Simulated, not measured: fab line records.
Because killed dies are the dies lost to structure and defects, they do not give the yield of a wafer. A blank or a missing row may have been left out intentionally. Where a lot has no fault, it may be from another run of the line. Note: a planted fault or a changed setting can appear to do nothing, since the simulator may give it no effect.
A single fault, viewed from 2 desks :: flow n5_finfet :: numbers are kept per desk, each desk with only its own; the story behind them comes last

== THE METROLOGY DESK ==
What the gauges read, lot by lot, whatever tool the lot ran on: means of the sampled wafers that have a number. The brackets show how far a lot's mean lies from the usual mean; more than 4 standard deviations puts the lot out of limits, marked OUT.
Columns: A = M6_ILD_THK at N5_BEOL_M6_THK_MEAS_01, usual 155.5 nm
lot: L226
first seen here: day 8 08:08
A: 154.5

lot: L227
first seen here: day 8 13:05
A: 157.2

lot: L228
first seen here: day 8 14:26
A: 154.9

lot: L229
first seen here: day 8 21:56
A: 155.9

lot: L235
first seen here: day 10 22:22
A: 156.3

lot: L237
first seen here: day 11 07:33
A: 154.9

lot: L239
first seen here: day 12 05:25
A: 155.6

lot: L240
first seen here: day 12 05:37
A: 153.7

lot: L243
first seen here: day 13 06:40
A: 157.3

lot: L246
first seen here: day 13 13:39
A: 155.2

lot: L248
first seen here: day 14 18:39
A: 155.1

lot: L249
first seen here: day 15 00:16
A: 154.4
Result from this desk: across the 12 lots, nothing is out of limits.

== DESK OF THE TOOL OWNER: litho_track-05 ==
The tool's own readings at N5_BEOL_M6_COAT_60 (time 60 s, resist thk 35 nm): means of the sampled wafers that have a number, for each lot that ran on this tool. The brackets show how far a lot's mean lies from the usual mean; more than 4 standard deviations puts the lot out of limits, marked OUT.
Columns: A = chill_plate_temp_C at N5_BEOL_M6_COAT_60, usual 23.02 C; B = heater_power_total_W at N5_BEOL_M6_COAT_60, usual 427.4 W; C = plate_temp_C at N5_BEOL_M6_COAT_60, usual 219.99 C
lot: L226
first seen here: day 8 11:54
A: 23.17
B: 427.0
C: 220.07

lot: L228
first seen here: day 8 14:42
A: 22.94
B: 426.9
C: 220.17

lot: L229
first seen here: day 8 23:50
A: 22.92
B: 428.4
C: 219.76

lot: L235
first seen here: day 11 00:36
A: 23.00
B: 440.2 (+5.8) OUT
C: 225.14 (+30) OUT

lot: L237
first seen here: day 11 07:57
A: 22.88
B: 440.3 (+5.9) OUT
C: 225.14 (+30) OUT

lot: L239
first seen here: day 12 05:41
A: 22.91
B: 439.8 (+5.7) OUT
C: 225.06 (+30) OUT

lot: L249
first seen here: day 15 04:22
A: 22.94
B: 426.2
C: 220.13
This desk finds L235, L237, L239 out of limits, L235 being first, at day 11 00:36 (heater_power_total_W at N5_BEOL_M6_COAT_60). In limits: L226, L228, L229, L249.

== TAKEN TOGETHER ==
An alarm could have come from the tool owner's desk at day 11 00:36, on L235, L237, L239.
Metrology desk: nothing out of limits seen.
The metrology desk holds a record of L235, L237, L239, inside its limits.
On litho_track-05, each named lot ran N5_BEOL_M6_COAT_60.

== WHAT HAD BEEN PUT IN BY THE SIMULATOR ==
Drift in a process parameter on litho_track-05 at N5_BEOL_M6_COAT_60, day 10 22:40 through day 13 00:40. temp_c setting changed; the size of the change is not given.
Shown lots that were struck: L235, L237, L239.
Delay in hours, fault start to first out-of-limits reading, by desk: the tool owner's desk at 2.
